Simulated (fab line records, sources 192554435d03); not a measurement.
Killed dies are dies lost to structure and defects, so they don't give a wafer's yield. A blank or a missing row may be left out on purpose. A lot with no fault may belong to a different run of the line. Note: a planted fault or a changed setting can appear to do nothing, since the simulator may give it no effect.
Lot-split experiment    flow n5Finfet    39 wafers read from 7 lots, route of 1938 steps

SPLIT DETAILS
At N5_BEOL_M15_DEP_53 (deposits SiCN from 3MS/NH3, target thk 50 nm, time 17.8 s), the setting timeS was moved away from the recipe's 17.8 s on 18 of the 39 wafers read, by -59.0% to +45.3%. All remaining wafers had this setting at the recipe value.

The reading is taken at the split's own step.

THE READING
SiCN_of_BEOL_M15_DEP_53.thkNm (the simulator's own value, which no gauge read), in nm, at N5_BEOL_M15_DEP_53 (deposits SiCN from 3MS/NH3, target thk 50 nm, time 17.8 s). No usual value for it is given in the file. Average 50.0 nm, standard deviation 0.69 nm, over the 21 wafers here run with the recipe.

wafer   tool, chamber at the split  timeS as run, s  against the recipe  SiCN_of_BEOL_M15_DEP_53.thkNm, nm  against lot-mates on the recipe
L074.1  pecvd-02, 1                 17.8             recipe              50                                 -
L074.2  pecvd-02, 0                 10.39            -41.6%              31                                 -19.3
L074.3  pecvd-02, 2                 10.39            -41.6%              29.4                               -20.9
L074.4  pecvd-02, 1                 17.8             recipe              50.6                               -
L074.5  pecvd-02, 2                 17.8             recipe              50.2                               -
L074.6  pecvd-02, 0                 10.39            -41.6%              31.2                               -19.1
L079.2  pecvd-04, 0                 17.8             recipe              50.4                               -
L079.3  pecvd-04, 1                 17.8             recipe              50.8                               -
L079.5  pecvd-04, 1                 17.8             recipe              51.6                               -
L083.1  pecvd-04, 2                 11.52            -35.3%              32.8                               -16.9
L083.2  pecvd-04, 0,1               17.8             recipe              49.4                               -
L083.3  pecvd-04, 0,1               17.8             recipe              49.4                               -
L083.4  pecvd-04, 1                 11.52            -35.3%              32.6                               -17.1
L083.5  pecvd-04, 2                 17.8             recipe              50.4                               -
L083.6  pecvd-04, 0                 11.52            -35.3%              32.4                               -17.3
L084.1  pecvd-01, 0                 17.8             recipe              49.6                               -
L084.2  pecvd-01, 1                 17.8             recipe              50.6                               -
L084.3  pecvd-01, 2                 17.8             recipe              48.6                               -
L084.4  pecvd-01, 2                 8.597            -51.7%              24.6                               -25.0
L084.5  pecvd-01, 1                 8.597            -51.7%              25.2                               -24.4
L084.6  pecvd-01, 0                 8.597            -51.7%              24.8                               -24.8
L085.1  pecvd-04, 1                 25.87            +45.3%              71.2                               +21.2
L085.2  pecvd-04, 0                 17.8             recipe              49.2                               -
L085.3  pecvd-04, 2                 25.87            +45.3%              71.4                               +21.4
L085.4  pecvd-04, 2                 17.8             recipe              50                                 -
L085.5  pecvd-04, 0                 17.8             recipe              50.8                               -
L085.6  pecvd-04, 1                 25.87            +45.3%              72.2                               +22.2
L093.1  pecvd-02, 1                 25.23            +41.7%              69                                 +19.6
L093.2  pecvd-02, 2                 17.8             recipe              49                                 -
L093.3  pecvd-02, 0,1               17.8             recipe              49.6                               -
L093.6  pecvd-02, 0,1               17.8             recipe              49.6                               -
L093.4  pecvd-02, 2                 25.23            +41.7%              70                                 +20.6
L093.5  pecvd-02, 0                 25.23            +41.7%              71.2                               +21.8
L095.1  pecvd-01, 1                 7.306            -59.0%              21.4                               -28.5
L095.4  pecvd-01, 1                 7.306            -59.0%              21.4                               -28.5
L095.2  pecvd-01, 2                 17.8             recipe              49.6                               -
L095.3  pecvd-01, 2                 17.8             recipe              50                                 -
L095.5  pecvd-01, 2                 17.8             recipe              50.2                               -
L095.6  pecvd-01, 1                 7.306            -59.0%              21.8                               -28.1
Where a row lists several chambers, the file gives one row for several wafers and doesn't say which wafer went through which chamber.

FIT RESULTS
A straight line over all 39 wafers: SiCN_of_BEOL_M15_DEP_53.thkNm changes by +0.481 nm for each +1% of timeS; r = +1.00; the points scatter about the line by 0.68 nm.
The same after taking each lot's own level away (the mean of its wafers on the recipe; 39 wafers): +0.482 nm for each +1%; r = +1.00; scatter 0.57 nm.
On that fit, the largest move of timeS shifts the reading by 28 nm.
The span of the lots' own levels, 49.40 to 50.93 nm, comes to 2.2 times the standard deviation stated above.
The two slopes agree, so the slope changes little with the lot-to-lot level.
Check: with one of the wafers moved furthest among these (-59.0%) left out of the fit, the line predicts -28.3 nm for it against its lot-mates. It came out at -28.5 nm against them.

THESE WAFERS: OTHER SPLITS
Before the reading, these wafers also passed through other splits. Each is held against what the fit with the lots' levels taken away leaves over:
other split on the same wafers  wafers away from the commonest value  r with SiCN_of_BEOL_M15_DEP_53.thkNm (lot level and that fit taken away)
N5_FIN_SAQP_HM_DEP_03 timeS     6                                     +0.11
N5_SPACER0_ALD_08 targetThkA    18                                    -0.06
N5_BEOL_M6_ETCH_62 timeS        9                                     +0.02
N5_BEOL_M7_ETCH_66 timeS        15                                    -0.09
N5_BEOL_M13_SPUTTER_43 timeS    9                                     +0.21

THE FILE'S OWN FIT
SiCN_of_BEOL_M15_DEP_53.thkNm changes by +0.481 nm for each +1% of timeS, r = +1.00.
